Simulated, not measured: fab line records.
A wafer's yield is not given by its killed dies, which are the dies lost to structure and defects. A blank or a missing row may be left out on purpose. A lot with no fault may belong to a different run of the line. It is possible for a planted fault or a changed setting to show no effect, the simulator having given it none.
Which tool was responsible? + flow n5-finfet + 33 wafers from 11 lots sampled at 3 of the route's 1938 steps

## WHAT EACH GAUGE READ, for each wafer
N5_BEOL_M10_INSPECT_58: inspects for defects (darkfield). Usual: raw-defect-count at 74, with a standard deviation of 24.
| lot  | measured     | on                | raw-defect-count | flag |
|------|--------------|-------------------|------------------|------|
| L984 | day 11 01:03 | defect-inspect-02 | 45 55 42         |      |
| L987 | day 11 18:35 | defect-inspect-01 | 99 103 83        |      |
| L988 | day 12 04:38 | defect-inspect-02 | 130 94 94        |      |
| L992 | day 12 19:53 | defect-inspect-01 | 69 89 77         |      |
| L990 | day 13 02:16 | defect-inspect-02 | 97 52 122        |      |
| L991 | day 13 02:45 | defect-inspect-01 | 104 37 64        |      |
| L993 | day 13 11:47 | defect-inspect-01 | 52 69 57         |      |
| L994 | day 13 22:44 | defect-inspect-01 | 51 75 47         |      |
| L995 | day 14 05:31 | defect-inspect-01 | 74 53 54         |      |
| L100 | day 15 05:31 | defect-inspect-01 | 82 84 122        |      |
| L103 | day 16 04:32 | defect-inspect-01 | 59 85 55         |      |

## EACH LOT AND THE TOOL THAT RAN IT (in order: tool; ch and the chambers of the sampled wafers; start)
| lot  | N5_BEOL_M10_CURE_72           | N5_BEOL_M10_CMP_52            |
|------|-------------------------------|-------------------------------|
| L984 | uv-cure-03 ch 0, day 10 22:28 | cmp-03 ch 0,1,2, day 11 00:42 |
| L987 | uv-cure-01 ch 1, day 11 16:13 | cmp-04 ch 1,2,3, day 11 18:08 |
| L988 | uv-cure-02 ch 1, day 12 00:56 | cmp-02 ch 2,3, day 12 04:13   |
| L992 | uv-cure-03 ch 1, day 12 16:28 | cmp-04 ch 1,3, day 12 19:28   |
| L990 | uv-cure-03 ch 0, day 13 00:22 | cmp-03 ch 1,2, day 13 01:49   |
| L991 | uv-cure-02 ch 0, day 13 00:26 | cmp-04 ch 0,1,3, day 13 02:20 |
| L993 | uv-cure-03 ch 0, day 13 09:20 | cmp-02 ch 0,1,3, day 13 11:20 |
| L994 | uv-cure-01 ch 1, day 13 19:04 | cmp-03 ch 1,2,3, day 13 22:16 |
| L995 | uv-cure-03 ch 2, day 14 02:38 | cmp-02 ch 0,1,3, day 14 05:11 |
| L100 | uv-cure-01 ch 1, day 15 02:41 | cmp-04 ch 0,1,2, day 15 05:06 |
| L103 | uv-cure-03 ch 0, day 16 00:32 | cmp-03 ch 0,1,3, day 16 04:05 |
- N5_BEOL_M10_CURE_72: cures SiCOH lowk, time 120 s.
- N5_BEOL_M10_CMP_52: polishes, stops on SiCOH lowk, t overpolish 7 s, target thk 140 nm.

## AS READ BY THE TOOLS THEMSELVES (means over the sampled wafers that have a number; for cases with no such wafer, the mark the record gives instead)
N5_BEOL_M10_CURE_72. Usual: lamp-power-pct 52.32 %, standard deviation 0.052; wafer_temp_C_max 371.6, standard deviation 0.55.
| lot  | tool       | lamp-power-pct (%) | wafer_temp_C_max | flag |
|------|------------|--------------------|------------------|------|
| L984 | uv-cure-03 | 52.31              | 371.5            |      |
| L987 | uv-cure-01 | 52.30              | 372.4            |      |
| L988 | uv-cure-02 | 52.27              | 372.2            |      |
| L992 | uv-cure-03 | 52.32              | 372.5            |      |
| L990 | uv-cure-03 | 52.31              | 371.8            |      |
| L991 | uv-cure-02 | 52.31              | 371.2            |      |
| L993 | uv-cure-03 | 52.33              | 371.3            |      |
| L994 | uv-cure-01 | 52.31              | 372.2            |      |
| L995 | uv-cure-03 | 52.27              | 371.3            |      |
| L100 | uv-cure-01 | 52.34              | 372.5            |      |
| L103 | uv-cure-03 | 52.37              | 371.6            |      |

N5_BEOL_M10_CMP_52. Usual: barrier-field-endpoint-s 29.2 s, standard deviation 0.76; clearing-platen-down-force-psi 1.500 psi, standard deviation 0.0031; motor-current-A 6.0 A, standard deviation 0.54; overpolish-run-s 7.000 s, standard deviation 0.0097; platen-rpm 50.00 rpm, standard deviation 0.034; slurry-flow-ml-min 150.0, standard deviation 0.44; time-to-endpoint-s 66 s, standard deviation 3.4.
| lot  | tool   | barrier-field-endpoint-s (s) | clearing-platen-down-force-psi (psi) | motor-current-A (A) | overpolish-run-s (s) | platen-rpm (rpm) | slurry-flow-ml-min | time-to-endpoint-s (s) | flag |
|------|--------|------------------------------|--------------------------------------|---------------------|----------------------|------------------|--------------------|------------------------|------|
| L984 | cmp-03 | 30.1                         | 1.503                                | 5.9                 | 6.997                | 50.04            | 150.0              | 71                     |      |
| L987 | cmp-04 | 29.5                         | 1.499                                | 5.9                 | 6.989                | 50.00            | 150.1              | 66                     |      |
| L988 | cmp-02 | 29.5                         | 1.502                                | 5.2                 | 6.997                | 49.97            | 150.3              | 70                     |      |
| L992 | cmp-04 | 29.4                         | 1.500                                | 6.1                 | 6.997                | 50.04            | 150.0              | 64                     |      |
| L990 | cmp-03 | 29.3                         | 1.499                                | 5.7                 | 7.001                | 49.98            | 149.9              | 68                     |      |
| L991 | cmp-04 | 27.8                         | 1.500                                | 5.9                 | 7.006                | 50.02            | 150.0              | 62                     |      |
| L993 | cmp-02 | 30.2                         | 1.500                                | 5.3                 | 6.997                | 49.97            | 150.3              | 71                     |      |
| L994 | cmp-03 | 29.3                         | 1.500                                | 6.4                 | 7.008                | 49.99            | 150.2              | 65                     |      |
| L995 | cmp-02 | 29.1                         | 1.501                                | 5.6                 | 6.999                | 50.01            | 150.0              | 69                     |      |
| L100 | cmp-04 | 28.1                         | 1.500                                | 6.1                 | 7.004                | 50.68            | 150.1              | 63                     | OFF  |
| L103 | cmp-03 | 28.7                         | 1.498                                | 6.2                 | 7.009                | 49.99            | 149.8              | 65                     |      |

## THE ANSWER, worked out from the rows above alone
Rule: take the mean of a lot's wafers that have a number; if it is more than 3 standard deviations from the usual mean, the lot is off. A lot without any number at a reading at which 4 lots or more have one is off too. The other lots that the step has rows for count as sound. First the gauges in route order, then the tools' own readings, where a lot's mean is used as printed above. The first step at which some lot is off is used, and at that step the reading that is off furthest; a lot without a number counts as furthest.
Off at N5_BEOL_M10_CMP_52 (platen-rpm): L100.
A tool fits if, at that step or a process step before it, it ran every lot that is off, and no sound lot after the first of them. Undecided on this evidence; 2 tools fit (uv-cure-01 at N5_BEOL_M10_CURE_72, cmp-04 at N5_BEOL_M10_CMP_52).

## WHAT THE SIMULATOR HAD INSERTED
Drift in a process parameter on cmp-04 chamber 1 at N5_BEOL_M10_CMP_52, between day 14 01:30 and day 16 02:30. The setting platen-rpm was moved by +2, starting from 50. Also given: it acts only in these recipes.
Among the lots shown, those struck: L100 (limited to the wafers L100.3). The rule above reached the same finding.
